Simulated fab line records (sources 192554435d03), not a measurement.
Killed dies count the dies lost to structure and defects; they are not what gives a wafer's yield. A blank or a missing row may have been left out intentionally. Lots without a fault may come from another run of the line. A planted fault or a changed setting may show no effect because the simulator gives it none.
fab line records	flow n5_finfet
record lots=6	wafers=17	last_day=16
route steps=1938 shown MIM_TOP_LITHO@1846 MIM_TOP_ETCH@1851 MIM_BOT_LITHO@1854
lots untouched by any fault: they come from a run of this same line in which no faults occurred
start_h: hours from the record's opening day to when the first of the lot's shown wafers began	wait_h: hours elapsed since this lot's preceding step	" as in the row above	L1.1+2: a row that stands for several wafers	- no value present, or no start provided	* or withheld: withheld	< > ~ a bound
route shown NAME@n: NAME is a module with steps in the file, n the number in the route of the first one	usual: mean/standard deviation of fault-free wafers	same: alike in all rows	chamber/n: place in a boat	sites: the reading at each site	_std_site: the values' standard deviation	_edge_site: outer sites' mean less inner sites'	radius_mm: how far each site lies from the wafer's centre	mask NAME#n: copy n	behind: the most recent tool/chamber to have shaped the wafer	hold: the reason the lot was held/the length of the hold in hours/how it ended	device: names the non-switching transistor (n, p or np)	end of line: the same wafers' tests at the end of the route	step lacking rows: just its recipe	killed: not the wafer's yield, but the dies lost to structure and defects at the first sort	map: a wafer's dies, marking killed ones x, the rest . and places with no die _
set.NAME: the setting as run; set.NAME@STEP: as run at that earlier step	model.NAME: the simulator's own value behind a step, which no gauge read
lots at some steps of the route; a table a step, a row a wafer
services: from which hour (start_h, from the record's first day; less than 0 if before it) a tool's chamber was out of use, for how many hours, and why
## steps
# step N5_MIM_TOP_LITHO_HARDBAKE_09
# recipe temp_c=130	time_s=120
# step N5_MIM_TOP_LITHO_CD_MEAS_08
# recipe target_cd_nm=2000	landing_energy_ev=500	detector=se_inlens
# usual cd_nm=2000.6/1.7
lot.wafer	tool	chamber	start_h	wait_h	cd_nm
L387.2	cd_sem-01	0	267.98	-	2000.8
L387.3	"	0	"	"	1999.8
L387.5	"	0	"	"	2001.2
L389.1	cd_sem-01	0	271.26	-	2000.0
L389.3	"	0	"	"	2000.6
L389.6	"	0	"	"	2000.2
L393.1	cd_sem-03	0	308.53	-	2000.8
L393.2	"	0	"	"	2002.1
L393.4	"	0	"	"	1999.7
L401.4	cd_sem-02	0	353.66	-	1997.1
L401.5	"	0	"	"	1997.7
L401.6	"	0	"	"	1999.8
L402.4	cd_sem-03	0	358.91	-	1998.9
L402.5	"	0	"	"	2001.9
L403.3	cd_sem-03	0	366.90	-	1999.0
L403.4	"	0	"	"	1999.8
L403.5	"	0	"	"	1999.0
# step N5_MIM_TOP_LITHO_OVL_MEAS_11
# recipe points_per_wafer=44
# usual MIM_TOP_OVL=-3/5
# same points_per_wafer=44
lot.wafer	tool	chamber	start_h	wait_h	MIM_TOP_OVL[nm]
L387.2	overlay-01	0	268.01	0.0	-9
L387.3	"	0	"	"	-5
L387.5	"	0	"	"	-11
L389.1	overlay-02	0	271.29	0.0	-7
L389.3	"	0	"	"	-8
L389.6	"	0	"	"	-2
L393.1	overlay-01	0	308.56	0.0	-4
L393.2	"	0	"	"	-3
L393.4	"	0	"	"	-4
L401.4	overlay-02	0	353.69	0.0	-10
L401.5	"	0	"	"	-7
L401.6	"	0	"	"	-12
L402.4	overlay-01	0	358.93	0.0	7
L402.5	"	0	"	"	-9
L403.3	overlay-02	0	366.93	0.0	-3
L403.4	"	0	"	"	-10
L403.5	"	0	"	"	-4
# step N5_MIM_TOP_LITHO_INSPECT_12
# recipe mode=adi	inspect_instrument=macro
# usual raw_defect_count=2.2/1.6
lot.wafer	tool	chamber	start_h	wait_h	raw_defect_count
L387.2	defect_inspect-02	-	268.04	0.0	1
L387.3	"	-	"	"	5
L387.5	"	-	"	"	4
L389.1	defect_inspect-02	-	271.32	0.0	2
L389.3	"	-	"	"	1
L389.6	"	-	"	"	1
L393.1	defect_inspect-01	-	308.58	0.0	3
L393.2	"	-	"	"	0
L393.4	"	-	"	"	6
L401.4	defect_inspect-01	-	353.71	0.0	1
L401.5	"	-	"	"	1
L401.6	"	-	"	"	6
L402.4	defect_inspect-01	-	358.96	0.0	6
L402.5	"	-	"	"	1
L403.3	defect_inspect-02	-	366.95	0.0	1
L403.4	"	-	"	"	1
L403.5	"	-	"	"	2
# step N5_MIM_TOP_LITHO_DESCUM_10
# recipe chemistry=O2	time_s=7.9	source_power_w=50	bias_power_w=20	pressure_mtorr=20	rf_frequency_hz=2.712e+07	temp_c=40	o2_flow_sccm=225
# usual drypump_motor_current_A=5.6/0.5	oes_product_au=0.82/0.068	rf_vpp_V=242.9/1.4	showerhead_plenum_p_Torr=2.08/0.069	throttle_valve_pct=20.35/0.24
lot.wafer	tool	chamber	start_h	wait_h	drypump_motor_current_A	oes_product_au	rf_hours_counter_h	rf_vpp_V	showerhead_plenum_p_Torr	throttle_valve_pct
L387.2	rie_diel-04	0	268.07	0.0	5.0	0.92	13	243.0	2.03	20.18
L387.3	"	1	"	"	6.0	0.70	236	243.4	2.15	20.88
L387.5	"	2	"	"	5.1	0.87	-	241.6	2.05	20.37
L389.1	rie_diel-02	1	271.49	0.2	6.4	0.90	32	241.9	2.04	19.85
L389.3	"	2	"	"	5.1	0.82	93	241.4	2.03	20.36
L389.6	"	2	"	"	5.1	0.81	-	241.8	2.03	20.37
L393.1	rie_diel-04	0	309.54	1.0	5.0	0.88	29	242.3	2.03	20.22
L393.2	"	2	"	"	5.1	0.85	62	242.8	2.05	20.38
L393.4	"	2	"	"	5.0	0.86	-	242.2	2.05	20.40
L401.4	rie_diel-02	1	353.74	0.0	6.4	0.86	63	241.7	2.03	19.90
L401.5	"	0	"	"	5.1	0.90	-	244.3	2.22	20.43
L401.6	"	1	"	"	6.4	0.85	-	242.0	2.03	19.89
L402.4	rie_diel-03	3	358.99	0.0	5.2	0.69	215	243.5	2.14	20.38
L402.5	"	3	"	"	5.2	0.69	-	244.9	2.14	20.39
L403.3	rie_diel-04	2	367.00	0.0	5.1	0.83	83	241.4	2.04	20.43
L403.4	"	3	"	"	6.1	0.81	75	241.8	2.03	20.21
L403.5	"	2	"	"	5.1	0.83	-	241.6	2.04	20.42
# step N5_MIM_TOP_ETCH_ETCH_00
# recipe chemistry=Cl2/BCl3	target=TiN	target_depth_a=385	ion_energy_ev=150	pressure_mtorr=10	icp_w=1000	bias_w=126	Cl2_flow_sccm=53.25	bcl3_flow_sccm=21.75	Ar_flow_sccm=25
# usual drypump_motor_current_A=5.8/0.43	mfc_ar_sccm=24.99/0.078	oes_product_au=0.85/0.097	throttle_valve_pct=22.85/0.25
lot.wafer	tool	chamber	start_h	wait_h	drypump_motor_current_A	mfc_ar_sccm	oes_product_au	rf_hours_counter_h	throttle_valve_pct
L387.2	rie_metal-03	1	268.16	0.1	5.1	24.99	0.77	57	22.64
L387.3	"	1	"	"	5.1	25.01	0.78	-	22.64
L387.5	"	1	"	"	5.1	24.93	0.79	-	22.64
L389.1	rie_metal-01	0	271.57	0.1	5.6	25.14	0.96	2	22.88
L389.3	"	0	"	"	5.5	25.14	0.97	-	22.90
L389.6	"	0	"	"	5.6	25.10	0.96	-	22.89
L393.1	rie_metal-03	1	309.62	0.1	5.1	24.95	0.77	60	22.65
L393.2	"	0	"	"	6.2	25.08	0.82	39	23.03
L393.4	"	1	"	"	5.1	25.04	0.77	-	22.65
L401.4	rie_metal-03	0	353.87	0.1	6.1	24.90	0.80	-	23.05
L401.5	"	0	"	"	6.2	24.90	0.79	-	23.07
L401.6	"	1	"	"	5.1	24.85	0.75	-	22.66
L402.4	rie_metal-02	1	359.12	0.1	5.6	24.98	0.89	-	22.88
L402.5	"	0	"	"	5.9	25.12	0.91	-	22.36
L403.3	rie_metal-01	1	367.13	0.1	6.4	25.02	0.99	-	23.02
L403.4	"	0	"	"	5.6	24.97	0.89	-	22.90
L403.5	"	1	"	"	6.3	24.88	0.99	-	23.01
# step N5_MIM_TOP_ETCH_STRIP_01
# recipe chemistry=O2	power_w=600	temp_c=60	pressure_mtorr=30	rf_frequency_hz=6e+07	bias_power_w=0	overash_fraction=0.5	o2_flow_sccm=225
# usual drypump_motor_current_A=5.6/0.31	oes_product_au=0.79/0.085	rf_vpp_V=3.6/1.3	showerhead_plenum_p_Torr=2.11/0.047	throttle_valve_pct=16.65/0.2
lot.wafer	tool	chamber	start_h	wait_h	drypump_motor_current_A	oes_product_au	rf_hours_counter_h	rf_vpp_V	showerhead_plenum_p_Torr	throttle_valve_pct
L387.2	rie_diel-05	0	268.43	0.2	6.1	0.73	191	2.1	2.17	16.56
L387.3	"	3	"	"	5.5	0.67	241	2.9	2.07	17.02
L387.5	"	1	"	"	5.3	0.76	-	6.1	2.11	16.50
L389.1	rie_diel-01	0	271.71	0.1	6.1	0.83	48	4.7	2.15	16.74
L389.3	"	3	"	"	5.7	0.73	231	3.8	2.14	16.45
L389.6	"	0	"	"	6.1	0.83	-	1.9	2.15	16.76
L393.1	rie_diel-06	3	309.76	0.1	5.3	0.81	116	5.3	2.02	16.69
L393.2	"	2	"	"	5.5	0.69	229	2.6	2.08	16.95
L393.4	"	0	"	"	5.9	0.69	213	4.7	2.13	16.68
L401.4	rie_diel-06	0	353.97	0.1	5.9	0.71	222	1.1	2.13	16.69
L401.5	"	2	"	"	5.6	0.70	-	2.7	2.07	16.96
L401.6	"	3	"	"	5.2	0.78	-	2.0	2.02	16.70
L402.4	rie_diel-06	2	359.22	0.1	5.6	0.67	240	3.5	2.07	16.96
L402.5	"	2	"	"	5.6	0.69	-	4.4	2.08	17.03
L403.3	rie_diel-06	2	367.23	0.1	5.6	0.67	243	2.3	2.07	16.96
L403.4	"	3	"	"	5.3	0.78	-	2.5	2.02	16.75
L403.5	"	1	"	"	5.3	0.87	-	4.2	2.13	16.34
# step N5_MIM_TOP_ETCH_PECVD_03
# recipe material=SiNx	target_thk_a=200	temp_c=400	precursor=SiH4/NH3/N2	pressure_torr=1.5	rf_w=300	time_s=17.6
# usual heater_power_w=740/73	showerhead_plenum_p_Torr=5.15/0.062	throttle_valve_pct=40.8/2.7
lot.wafer	tool	chamber	start_h	wait_h	heater_power_w	showerhead_plenum_p_Torr	throttle_valve_pct
L387.2	pecvd-02	2	268.49	-	684	5.10	40.4
L387.3	"	1	"	"	687	5.19	39.3
L387.5	"	1	"	"	682	5.20	39.4
L389.1	pecvd-01	0	271.78	-	882	5.27	39.0
L389.3	"	2	"	"	775	5.18	39.1
L389.6	"	2	"	"	762	5.19	38.9
L393.1	pecvd-01	1	309.83	-	684	5.21	44.3
L393.2	"	0	"	"	853	5.25	39.3
L393.4	"	0	"	"	842	5.27	39.3
L401.4	pecvd-01	0	354.06	-	798	5.26	39.3
L401.5	"	2	"	"	778	5.18	39.0
L401.6	"	1	"	"	736	5.22	44.5
L402.4	pecvd-01	0	359.30	-	879	5.24	39.6
L402.5	"	1	"	"	723	5.21	44.1
L403.3	pecvd-01	0	367.29	-	889	5.26	39.3
L403.4	"	1	"	"	674	5.22	44.1
L403.5	"	2	"	"	722	5.19	38.9
# step N5_MIM_BOT_LITHO_HMDS_01
# recipe time_s=60	temp_c=120
# step N5_MIM_BOT_LITHO_COAT_02
# recipe spin_rpm=*	resist_thk_nm=*
# step N5_MIM_BOT_LITHO_EBR_04
# recipe solvent=PGMEA	ebr_width_mm=1.5
# step N5_MIM_BOT_LITHO_SOFTBAKE_03
# recipe temp_c=100	time_s=90
# step N5_MIM_BOT_LITHO_EXPOSE_05
# recipe mask_id=MIM_BOT	na=0.55	source_shape=conventional	sigma_outer=0.8	polarization=unpolarized	dose_mj=24.25
# same na=0.55
lot.wafer	tool	chamber	start_h	wait_h	mask
L387.2+3+5	krf_scanner-01	0	268.80	-	MIM_BOT#0
L389.1+3+6	krf_scanner-01	0	272.08	-	MIM_BOT#0
L393.1+2+4	krf_scanner-02	0	310.13	-	MIM_BOT#0
L401.4+5+6	krf_scanner-02	0	354.36	-	MIM_BOT#0
L402.4+5	krf_scanner-02	0	359.48	-	MIM_BOT#0
L403.3+4+5	krf_scanner-01	0	367.48	-	MIM_BOT#0
# step N5_MIM_BOT_LITHO_PEB_06
# recipe peb_temp_c=withheld	peb_time_s=*
# step N5_MIM_BOT_LITHO_DEVELOP_07
# recipe develop_time_s=60	rinse_liquid=diw	dry=air_spin	dev_temp_c=21
# step N5_MIM_BOT_LITHO_HARDBAKE_09
# recipe temp_c=130	time_s=120
# step N5_MIM_BOT_LITHO_CD_MEAS_08
# recipe target_cd_nm=3000	landing_energy_ev=500	detector=se_inlens	polarity=opening
# usual cd_nm=2999.2/1.9
lot.wafer	tool	chamber	start_h	wait_h	cd_nm
L387.2	cd_sem-03	0	268.98	-	2999.8
L387.3	"	0	"	"	3002.7
L387.5	"	0	"	"	3002.8
L389.1	cd_sem-03	0	272.26	-	3000.9
L389.3	"	0	"	"	3002.8
L389.6	"	0	"	"	2999.8
L393.1	cd_sem-03	0	310.31	-	2999.4
L393.2	"	0	"	"	2998.3
L393.4	"	0	"	"	2997.0
L401.4	cd_sem-02	0	354.52	-	2998.8
L401.5	"	0	"	"	3025.8
L401.6	"	0	"	"	2999.0
L402.4	cd_sem-02	0	359.64	-	2997.6
L402.5	"	0	"	"	3024.7
L403.3	cd_sem-03	0	367.65	-	2996.9
L403.4	"	0	"	"	2997.4
L403.5	"	0	"	"	2998.5
# step N5_MIM_BOT_LITHO_OVL_MEAS_11
# recipe points_per_wafer=44
# usual MIM_BOT_OVL=-1/5.8
# same points_per_wafer=44
lot.wafer	tool	chamber	start_h	wait_h	MIM_BOT_OVL[nm]
L387.2	overlay-02	0	269.04	0.1	4
L387.3	"	0	"	"	1
L387.5	"	0	"	"	-2
L389.1	overlay-02	0	272.29	0.0	-5
L389.3	"	0	"	"	3
L389.6	"	0	"	"	-2
L393.1	overlay-02	0	310.34	0.0	-2
L393.2	"	0	"	"	2
L393.4	"	0	"	"	8
L401.4	overlay-01	0	354.55	0.0	2
L401.5	"	0	"	"	-16
L401.6	"	0	"	"	5
L402.4	overlay-02	0	359.67	0.0	4
L402.5	"	0	"	"	-9
L403.3	overlay-01	0	367.68	0.0	-1
L403.4	"	0	"	"	-4
L403.5	"	0	"	"	-5
## services
tool	chamber	start_h	hours	kind
rie_diel-04	0	244.97	22.3	repair
krf_scanner-01	-	246.10	1.3	pm
rie_diel-06	0	274.36	3.1	repair
rie_diel-02	3	277.74	6.1	repair
krf_scanner-01	-	277.89	2.3	repair
krf_scanner-01	-	287.82	0.5	repair
rie_diel-06	3	294.02	4.3	repair
krf_scanner-02	-	305.95	1.0	pm
rie_diel-02	-	307.01	4.3	pm
krf_scanner-02	-	311.12	4.7	repair
krf_scanner-02	-	315.87	1.3	pm
krf_scanner-02	-	318.24	1.7	repair
rie_diel-02	0	321.23	8.0	repair
krf_scanner-01	-	325.95	0.8	pm
pecvd-01	-	329.86	1.7	repair
rie_diel-06	-	331.77	14.6	pm
krf_scanner-01	-	334.23	3.6	pm
pecvd-01	0	340.59	5.5	scheduled_down
krf_scanner-02	-	340.88	0.4	repair
krf_scanner-02	-	345.35	0.2	repair
rie_diel-03	3	348.19	4.0	repair
rie_metal-01	-	355.07	0.8	repair
krf_scanner-01	-	356.37	3.5	repair
rie_metal-03	-	359.48	2.8	pm
## key
first_sign step=N5_MIM_BOT_LITHO_CD_MEAS_08	reading=cd_nm	direction=up	sigmas=14	usual=2999.2	struck=3025.3
effect none on later readings
met_at N5_MIM_BOT_LITHO_EXPOSE_05
struck_wafers L401.5,L402.5
onset_between 310.13 354.36
fault kind=process_parameter_drift	tool=krf_scanner-02	chamber=-	onset_h=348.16	steps=N5_MIM_BOT_LITHO_EXPOSE_05	channel=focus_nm	offset=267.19	shape=step	end_h=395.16	scope=struck_wafers_only
